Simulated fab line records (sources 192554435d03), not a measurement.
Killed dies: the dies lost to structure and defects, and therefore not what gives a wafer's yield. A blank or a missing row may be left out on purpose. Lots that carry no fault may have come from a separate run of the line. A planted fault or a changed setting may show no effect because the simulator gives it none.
fab line records -- flow n5Finfet
[record] lots = 7, wafers = 39
route steps=1938 shown ZERO_LAYER@11 SD_EPI_N@279 MOL_CONTACT_COAG@613 BEOL_M1@811
startH: hours from the record's first day to the start of the lot's first wafer shown -- waitH: how many hours have passed since the lot's step before this one -- " the same as in the row above -- L1.1+2: one row covering several wafers at once -- - value missing, or start not given -- * or withheld: withheld -- < > ~ a bound
route shown NAME@n: names a module that has steps shown in the file, with the first one's number in the route -- usual: mean/standard deviation of fault-free wafers -- same: alike in all rows -- chamber/n: place in a boat -- sites: per-site readings -- _std_site: their standard deviation -- _edge_site: the outer-site mean with the inner-site mean subtracted -- radiusMm: for every site, how far away it sits from the centre of the wafer -- mask NAME#n: copy n -- behind: the last tool/chamber to shape the wafer -- hold: what put the lot on hold/how long, in hours/how the hold closed -- device: which transistor (n, p or np) failed to switch -- end of line: the route-end tests of the same wafers -- a step without rows: its recipe alone -- killed: not the wafer's yield, but the dies lost to structure and defects at the first sort -- map: shows each die of a wafer: x if killed, . if not, _ if none is there
set.NAME: the setting that was run; set.NAME@STEP: the one run at that earlier step -- model.NAME: the simulator's own value behind a step, which no gauge read
lots where settings were altered on purpose, with a table for each step and a row for each wafer
[[steps]]
[step N5_ZERO_LAYER_DEVELOP_10]
[recipe] developTimeS = 60, rinseLiquid = diw, dry = airSpin, devTempC = 21
lot.wafer,tool,chamber,startH,waitH,set.developTimeS
L074.1+2+6,lithoTrack-05,0,-,-,60
L075.1+2+6,lithoTrack-05,0,-,-,60
L075.3+4+5,lithoTrack-05,0,-,-,26.01
L080.1+2+3+4+5+6,lithoTrack-05,0,-,-,60
L084.1+2+3+4+5+6,lithoTrack-03,0,-,-,60
L086.1+2+3+4+5+6,lithoTrack-05,0,-,-,60
L088.1+3+6,lithoTrack-03,0,-,-,80.03
L088.2+4+5,lithoTrack-03,0,-,-,60
L090.1+3+4,lithoTrack-05,0,-,-,60
L090.2+5+6,lithoTrack-05,0,-,-,49.56
[step N5_ZERO_LAYER_HARDBAKE_23]
[recipe] tempC = 130, timeS = 120
[step N5_ZERO_LAYER_CD_MEAS_11]
[recipe] targetCdNm = 2000, landingEnergyEv = 500, detector = seInlens
[usual] cdNm = 1999.9/2.8
lot.wafer,tool,chamber,startH,waitH,set.developTimeS@ZERO_LAYER_DEVELOP_10,cdNm
L074.1,cdSem-02,0,12.77,-,60,2005.7
L074.2,cdSem-02,0,12.77,-,60,2001.5
L074.6,cdSem-02,0,12.77,-,60,2002.0
L075.1,cdSem-02,0,18.77,-,60,2001.6
L075.2,cdSem-02,0,18.77,-,60,2000.1
L075.3,cdSem-02,0,18.77,-,26.01,1984.9
L075.4,cdSem-02,0,18.77,-,26.01,1979.4
L075.5,cdSem-02,0,18.77,-,26.01,1979.1
L075.6,cdSem-02,0,18.77,-,60,2001.8
L080.1,cdSem-03,0,48.77,-,60,2002.3
L080.2,cdSem-03,0,48.77,-,60,2000.2
L080.3,cdSem-03,0,48.77,-,60,2004.1
L080.4,cdSem-03,0,48.77,-,60,1996.1
L080.5,cdSem-03,0,48.77,-,60,1998.3
L080.6,cdSem-03,0,48.77,-,60,2001.6
L084.1,cdSem-02,0,72.78,-,60,1997.9
L084.2,cdSem-02,0,72.78,-,60,1996.1
L084.3,cdSem-02,0,72.78,-,60,1999.0
L084.4,cdSem-02,0,72.78,-,60,2003.7
L084.5,cdSem-02,0,72.78,-,60,2002.1
L084.6,cdSem-02,0,72.78,-,60,2001.6
L086.1,cdSem-03,0,84.78,-,60,1999.3
L086.2,cdSem-03,0,84.78,-,60,2001.6
L086.3,cdSem-03,0,84.78,-,60,1999.4
L086.4,cdSem-03,0,84.78,-,60,2002.3
L086.5,cdSem-03,0,84.78,-,60,2002.2
L086.6,cdSem-03,0,84.78,-,60,2002.1
L088.1,cdSem-01,0,96.77,-,80.03,2005.9
L088.2,cdSem-01,0,96.77,-,60,2000.3
L088.3,cdSem-01,0,96.77,-,80.03,2008.1
L088.4,cdSem-01,0,96.77,-,60,1996.9
L088.5,cdSem-01,0,96.77,-,60,1997.4
L088.6,cdSem-01,0,96.77,-,80.03,2000.8
L090.1,cdSem-02,0,108.77,-,60,2001.6
L090.2,cdSem-02,0,108.77,-,49.56,1992.7
L090.3,cdSem-02,0,108.77,-,60,1997.4
L090.4,cdSem-02,0,108.77,-,60,2000.7
L090.5,cdSem-02,0,108.77,-,49.56,1993.6
L090.6,cdSem-02,0,108.77,-,49.56,1996.3
[step N5_ZERO_LAYER_DESCUM_16]
[recipe] chemistry = O2, timeS = 7.9, sourcePowerW = 50, biasPowerW = 20, pressureMtorr = 20, rfFrequencyHz = 2.712e+07, tempC = 40, o2FlowSccm = 225
lot.wafer,tool,chamber,startH,waitH,set.developTimeS@ZERO_LAYER_DEVELOP_10,model.ZERO_LAYER.cdNm
L074.1,rieDiel-05,0,12.80,0.0,60,2006
L074.2,rieDiel-05,2,12.80,0.0,60,2001
L074.6,rieDiel-05,0,12.80,0.0,60,2002
L075.1,rieDiel-03,3,19.03,0.3,60,2001
L075.2,rieDiel-03,1,19.03,0.3,60,2000
L075.3,rieDiel-03,0,19.03,0.3,26.01,1985
L075.4+5,rieDiel-03,"2,3",19.03,0.3,26.01,1979
L075.6,rieDiel-03,2,19.03,0.3,60,2002
L080.1+6,rieDiel-05,1,48.80,0.0,60,2002
L080.2,rieDiel-05,3,48.80,0.0,60,2000
L080.3,rieDiel-05,0,48.80,0.0,60,2004
L080.4,rieDiel-05,2,48.80,0.0,60,1996
L080.5,rieDiel-05,0,48.80,0.0,60,1999
L084.1,rieDiel-06,3,72.82,0.0,60,1998
L084.2,rieDiel-06,0,72.82,0.0,60,1996
L084.3,rieDiel-06,2,72.82,0.0,60,1999
L084.4,rieDiel-06,1,72.82,0.0,60,2004
L084.5,rieDiel-06,0,72.82,0.0,60,2002
L084.6,rieDiel-06,3,72.82,0.0,60,2001
L086.1,rieDiel-03,1,84.82,0.0,60,1999
L086.2+4+5+6,rieDiel-03,"2,3,1,0",84.82,0.0,60,2002
L086.3,rieDiel-03,0,84.82,0.0,60,2000
L088.1,rieDiel-03,0,96.80,0.0,80.03,2006
L088.2,rieDiel-03,1,96.80,0.0,60,2000
L088.3,rieDiel-03,2,96.80,0.0,80.03,2009
L088.4,rieDiel-03,3,96.80,0.0,60,1996
L088.5,rieDiel-03,0,96.80,0.0,60,1997
L088.6,rieDiel-03,3,96.80,0.0,80.03,2001
L090.1+4,rieDiel-05,"2,1",108.80,0.0,60,2001
L090.2+5,rieDiel-05,"3,2",108.80,0.0,49.56,1993
L090.3,rieDiel-05,1,108.80,0.0,60,1997
L090.6,rieDiel-05,3,108.80,0.0,49.56,1996
[step N5_SD_EPI_N_ETCH_16]
[recipe] chemistry = CHF3/O2, target = SiO2, targetDepthA = 50, maskMaterial = SOC, pressureMtorr = 30, sourceW = 650, biasW = 170, Ar_flow_sccm = 200, CHF3_flow_sccm = 50, O2_flow_sccm = 5, ionEnergyEv = 200
lot.wafer,tool,chamber,startH,waitH,set.targetDepthA,model.etch.depthNm
L074.1,rieDiel-02,1,51.73,0.1,50,5.067
L074.2,rieDiel-02,2,51.73,0.1,50,4.734
L074.6,rieDiel-02,0,51.73,0.1,50,5.148
L075.1,rieDiel-04,2,56.86,0.1,58.99,6.041
L075.2,rieDiel-04,3,56.86,0.1,58.99,5.86
L075.3,rieDiel-04,1,56.86,0.1,50,4.931
L075.4,rieDiel-04,2,56.86,0.1,58.99,6.055
L075.5,rieDiel-04,3,56.86,0.1,50,4.948
L075.6,rieDiel-04,1,56.86,0.1,50,4.995
L080.1,rieDiel-01,2,84.93,0.1,50,5.025
L080.2,rieDiel-01,3,84.93,0.1,50,4.966
L080.3,rieDiel-01,0,84.93,0.1,50,5.004
L080.4,rieDiel-01,3,84.93,0.1,50,4.972
L080.5+6,rieDiel-01,"2,0",84.93,0.1,50,5.037
L084.1,rieDiel-04,3,113.28,0.1,50,4.881
L084.2,rieDiel-04,0,113.28,0.1,50,5.143
L084.3,rieDiel-04,1,113.28,0.1,50,5.015
L084.4,rieDiel-04,0,113.28,0.1,50,5.146
L084.5,rieDiel-04,1,113.28,0.1,50,5.01
L084.6,rieDiel-04,3,113.28,0.1,50,4.894
L086.1,rieDiel-01,1,120.99,0.1,50,4.963
L086.2,rieDiel-01,0,120.99,0.1,39.98,3.99
L086.3,rieDiel-01,2,120.99,0.1,50,4.92
L086.4,rieDiel-01,0,120.99,0.1,39.98,3.977
L086.5,rieDiel-01,2,120.99,0.1,39.98,3.975
L086.6,rieDiel-01,1,120.99,0.1,50,5.04
L088.1,rieDiel-04,1,133.20,0.1,50,4.992
L088.2,rieDiel-04,0,133.20,0.1,50,5.08
L088.3,rieDiel-04,2,133.20,0.1,50,4.977
L088.4,rieDiel-04,3,133.20,0.1,50,4.932
L088.5,rieDiel-04,2,133.20,0.1,50,5.014
L088.6,rieDiel-04,3,133.20,0.1,50,4.901
L090.1,rieDiel-01,0,146.27,0.1,61.97,6.198
L090.2,rieDiel-01,1,146.27,0.1,50,5.053
L090.3,rieDiel-01,3,146.27,0.1,50,5.091
L090.4,rieDiel-01,2,146.27,0.1,61.97,6.187
L090.5,rieDiel-01,1,146.27,0.1,61.97,6.225
L090.6,rieDiel-01,2,146.27,0.1,50,5.007
[step N5_MOL_CONTACT_COAG_ETCHBACK_136]
[recipe] chemistry = CHF3, target = SiO2, targetDepthA = 250, timeS = 16.7, ionEnergyEv = 200, pressureMtorr = 30, sourceW = 610, biasW = 170, Ar_flow_sccm = 200, CHF3_flow_sccm = 50
lot.wafer,tool,chamber,startH,waitH,set.targetDepthA,model.SOC_of_MOL_CONTACT_COAG_COAT_62.thkNm
L074.1+2,rieDiel-04,"0,1",102.52,0.0,250,57.2
L074.6,rieDiel-04,1,102.52,0.0,250,57.4
L075.1+2+3,rieDiel-02,"1,0,3",105.66,0.0,250,57.4
L075.4+6,rieDiel-02,"2,0",105.66,0.0,303.4,56.8
L075.5,rieDiel-02,3,105.66,0.0,303.4,56.6
L080.1+3+5,rieDiel-02,"0,1,0",136.51,0.0,197.4,58
L080.2,rieDiel-02,2,136.51,0.0,250,57.8
L080.4,rieDiel-02,3,136.51,0.0,250,57.2
L080.6,rieDiel-02,3,136.51,0.0,250,57.4
L084.1+3+4+5+6,rieDiel-04,"1,0,2,3,2",167.93,0.0,250,57.4
L084.2,rieDiel-04,3,167.93,0.0,250,57.6
L086.1,rieDiel-01,2,171.82,0.0,164.3,58.2
L086.2+6,rieDiel-01,"1,3",171.82,0.0,164.3,58.4
L086.3+4+5,rieDiel-01,"3,0,0",171.82,0.0,250,57.4
L088.1+2+3+4,rieDiel-01,"0,3,2,1",186.01,0.0,250,57.4
L088.5+6,rieDiel-01,"0,1",186.01,0.0,250,57.6
L090.1+2,rieDiel-01,"3,0",196.23,0.0,201.2,57.8
L090.3+5+6,rieDiel-01,"1,0,3",196.23,0.0,250,57.2
L090.4,rieDiel-01,2,196.23,0.0,201.2,57.6
[step N5_MOL_CONTACT_COAG_STRIP_120]
[recipe] chemistry = CHF3, resist = SiARC, rfFrequencyHz = 6e+07
[step N5_MOL_CONTACT_COAG_VIA_ETCH_117]
[recipe] chemistry = C4F6/O2, targetDepthA = 400, overetchA = 80, maskMaterial = SOC, target = SiO2, biasW = 455, pressureMtorr = 10, timeS = 26, sourceW = 325, Ar_flow_sccm = 300, C4F6_flow_sccm = 10, O2_flow_sccm = 10, ionEnergyEv = 575.3, ends = endPoint
lot.wafer,tool,chamber,startH,waitH,set.targetDepthA@MOL_CONTACT_COAG_ETCHBACK_136,model.etch.depthNm,model.MOL_CONTACT_COAG.featureDepthNm
L074.1,rieDiel-04,0,102.55,0.0,250,39.29,39.2
L074.2,rieDiel-04,1,102.55,0.0,250,40.12,40.2
L074.6,rieDiel-04,1,102.55,0.0,250,40.06,40
L075.1,rieDiel-02,1,105.69,0.0,250,39.67,39.6
L075.2,rieDiel-02,0,105.69,0.0,250,39.59,39.6
L075.3,rieDiel-02,3,105.69,0.0,250,40.02,40
L075.4,rieDiel-02,2,105.69,0.0,303.4,36.08,36
L075.5,rieDiel-02,3,105.69,0.0,303.4,34.51,34.6
L075.6,rieDiel-02,0,105.69,0.0,303.4,34.3,34.4
L080.1,rieDiel-02,0,136.54,0.0,197.4,44.84,44.8
L080.2,rieDiel-02,2,136.54,0.0,250,41.32,41.4
L080.3,rieDiel-02,1,136.54,0.0,197.4,44.87,44.8
L080.4,rieDiel-02,3,136.54,0.0,250,40.21,40.2
L080.5,rieDiel-02,0,136.54,0.0,197.4,44.75,44.8
L080.6,rieDiel-02,3,136.54,0.0,250,39.99,40
L084.1,rieDiel-04,1,167.96,0.0,250,40.58,40.6
L084.2,rieDiel-04,3,167.96,0.0,250,41.01,41
L084.3,rieDiel-04,0,167.96,0.0,250,40.2,40.2
L084.4,rieDiel-04,2,167.96,0.0,250,40.13,40.2
L084.5,rieDiel-04,3,167.96,0.0,250,40.91,41
L084.6,rieDiel-04,2,167.96,0.0,250,39.69,39.6
L086.1,rieDiel-01,2,171.86,0.0,164.3,47.97,48
L086.2,rieDiel-01,1,171.86,0.0,164.3,47.47,47.4
L086.3,rieDiel-01,3,171.86,0.0,250,39.77,39.8
L086.4,rieDiel-01,0,171.86,0.0,250,40.05,40
L086.5,rieDiel-01,0,171.86,0.0,250,40.28,40.2
L086.6,rieDiel-01,3,171.86,0.0,164.3,48.23,48.2
L088.1,rieDiel-01,0,186.05,0.0,250,39.84,39.8
L088.2,rieDiel-01,3,186.05,0.0,250,39.56,39.6
L088.3,rieDiel-01,2,186.05,0.0,250,39.66,39.6
L088.4,rieDiel-01,1,186.05,0.0,250,39.85,39.8
L088.5,rieDiel-01,0,186.05,0.0,250,39.87,39.8
L088.6,rieDiel-01,1,186.05,0.0,250,39.89,39.8
L090.1,rieDiel-01,3,196.27,0.0,201.2,44.43,44.4
L090.2,rieDiel-01,0,196.27,0.0,201.2,44.65,44.6
L090.3,rieDiel-01,1,196.27,0.0,250,39.72,39.8
L090.4,rieDiel-01,2,196.27,0.0,201.2,44.78,44.8
L090.5,rieDiel-01,0,196.27,0.0,250,39.61,39.6
L090.6,rieDiel-01,3,196.27,0.0,250,39.48,39.4
[step N5_BEOL_M1_ALD_84]
[recipe] material = TaN, targetThkA = *, tempC = 275, aldPrecursorFamily = PDMAT, aldCoReactant = NH3, pressureTorr = 3, carrierFlowSccm = 1500, pulseTimeS = 2, purgeTimeS = 3, coReactantPurgeTimeS = 2, coReactantPulseTimeS = 3, aldCycles = 30, precursorVesselTempC = 75, precursorVesselPressureTorr = 26.25, precursorVesselCarrierSccm = 1000
lot.wafer,tool,chamber,startH,waitH,set.aldCycles,model.TaN_of_BEOL_M1_ALD_84.thkNm
L074.1,aldMetal-02,0,130.41,0.0,30,*
L074.2+6,aldMetal-02,"1,2",130.41,0.0,30,*
L075.1+2+6,aldMetal-04,"0,1,1",134.57,0.3,30,*
L075.3+4+5,aldMetal-04,"3,2,0",134.57,0.3,21,*
L080.1+4+5,aldMetal-01,"2,3,1",162.70,0.1,30,*
L080.2+3+6,aldMetal-01,"1,0,0",162.70,0.1,30,*
L084.1+3+4+5+6,aldMetal-04,"0,1,2,2,1",198.89,0.1,30,*
L084.2,aldMetal-04,3,198.89,0.1,30,*
L086.1+2+3,aldMetal-01,"1,2,0",208.35,0.0,43,*
L086.4+6,aldMetal-01,"3,2",208.35,0.0,30,*
L086.5,aldMetal-01,3,208.35,0.0,30,*
L088.1+5+6,aldMetal-02,"0,0,3",224.77,0.0,20,*
L088.2,aldMetal-02,3,224.77,0.0,30,*
L088.3+4,aldMetal-02,"1,2",224.77,0.0,30,*
L090.1,aldMetal-01,2,230.42,0.0,30,*
L090.2+5,aldMetal-01,"0,2",230.42,0.0,30,*
L090.3+4+6,aldMetal-01,"1,3,1",230.42,0.0,24,*
[[key]]
[split] step = N5_ZERO_LAYER_DEVELOP_10, setting = developTimeS, stated = 60, by = wafer
[response] step = N5_ZERO_LAYER_CD_MEAS_11, reading = cdNm, change = +0.316, per = 1%, r = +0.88
[response] step = N5_ZERO_LAYER_DESCUM_16, reading = model.ZERO_LAYER.cdNm, change = +0.319, per = 1%, r = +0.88
[split] step = N5_SD_EPI_N_ETCH_16, setting = targetDepthA, stated = 50, by = wafer
[response] step = N5_SD_EPI_N_ETCH_16, reading = model.etch.depthNm, change = +0.0508, per = 1%, r = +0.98
[split] step = N5_MOL_CONTACT_COAG_ETCHBACK_136, setting = targetDepthA, stated = 250, by = wafer
[response] step = N5_MOL_CONTACT_COAG_ETCHBACK_136, reading = model.SOC_of_MOL_CONTACT_COAG_COAT_62.thkNm, change = -0.0276, per = 1%, r = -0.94
[response] step = N5_MOL_CONTACT_COAG_VIA_ETCH_117, reading = model.etch.depthNm, change = -0.228, per = 1%, r = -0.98
[response] step = N5_MOL_CONTACT_COAG_VIA_ETCH_117, reading = model.MOL_CONTACT_COAG.featureDepthNm, change = -0.227, per = 1%, r = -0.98
[split] step = N5_BEOL_M1_ALD_84, setting = aldCycles, stated = 30, by = wafer
[response] step = N5_BEOL_M1_ALD_84, reading = model.TaN_of_BEOL_M1_ALD_84.thkNm, change = *, per = 1%, r = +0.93
